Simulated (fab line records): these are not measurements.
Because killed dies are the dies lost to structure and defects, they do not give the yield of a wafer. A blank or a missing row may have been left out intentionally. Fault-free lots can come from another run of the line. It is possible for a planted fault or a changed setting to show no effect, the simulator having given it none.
One fault seen from 2 desks    flow n5_finfet    each desk holds nothing but its own numbers, with what lay behind them at the end

== METROLOGY DESK ==
Lot by lot, what the gauges showed, no matter which tool ran the lot: averages of those sampled wafers that carry a number. Any lot whose mean is over 4 standard deviations away from the usual mean is out of limits and marked OUT; that distance is given in the brackets. Readings shown: 7 of its 14, picked as those furthest out on some lot.
Columns: A = IOFF_P_85C at N5_BEOL_M4_RC_MEAS_101, usual 3.8 nA/um; B = IOFF_P_LIN at N5_BEOL_M4_RC_MEAS_101, usual 0.104 nA/um; C = ION_P at N5_BEOL_M4_RC_MEAS_101, usual 463 uA/um; D = REXT_P at N5_BEOL_M4_RC_MEAS_101, usual 100.3 ohm.um; E = SS_N at N5_BEOL_M4_RC_MEAS_101, usual 71.7 mV/dec; F = VT_P at N5_BEOL_M4_RC_MEAS_101, usual -250 mV; G = VT_P_LVT at N5_BEOL_M4_RC_MEAS_101, usual -97.7 mV
lot   first seen here  A    B      C    D      E     F     G
L231  day 8 11:50      3.9  0.104  466  96.7   72.5  -248  -98.4
L232  day 8 20:54      4.2  0.118  465  101.3  71.4  -245  -95.5
L234  day 9 03:10      4.3  0.117  469  96.5   71.7  -247  -97.0
L236  day 9 14:29      3.1  0.088  458  98.6   70.8  -254  -102.0
L238  day 10 04:57     4.1  0.110  462  101.7  72.1  -248  -96.2
L242  day 11 00:10     3.2  0.083  453  100.9  72.0  -254  -102.7
L245  day 12 08:14     3.0  0.082  446  104.0  71.4  -257  -100.1
L248  day 12 15:25     3.0  0.080  442  106.5  72.4  -255  -104.1
L250  day 12 16:58     4.2  0.118  468  101.8  71.4  -246  -94.6
L252  day 13 12:01     4.3  0.112  462  104.7  72.5  -249  -97.0
L254  day 13 22:05     3.9  0.112  468  101.6  70.9  -247  -95.6
This desk's verdict: no lot among the 11 shows anything out of limits.

== THE DEFECT DESK ==
Per lot, the means of the sampled wafers with a number show what the inspections along the route counted. Any lot whose mean is over 4 standard deviations away from the usual mean is out of limits and marked OUT; that distance is given in the brackets.
Columns: A = raw_defect_count at N5_BEOL_M4_INSPECT_59, usual 79
lot   first seen here  A
L231  day 8 11:39      88
L232  day 8 20:34      58
L234  day 9 02:59      57
L236  day 9 14:18      68
L238  day 10 04:55     93
L242  day 11 00:08     61
L245  day 12 08:13     50
L248  day 12 15:14     116
L250  day 12 16:50     80
L252  day 13 11:59     90
L254  day 13 21:54     75
This desk's verdict: no lot among the 11 shows anything out of limits.

== BROUGHT TOGETHER ==
At the metrology desk, nothing out of limits was observed.
No out-of-limits result turned up at the defect desk.

== WHAT THE SIMULATOR PUT IN ==
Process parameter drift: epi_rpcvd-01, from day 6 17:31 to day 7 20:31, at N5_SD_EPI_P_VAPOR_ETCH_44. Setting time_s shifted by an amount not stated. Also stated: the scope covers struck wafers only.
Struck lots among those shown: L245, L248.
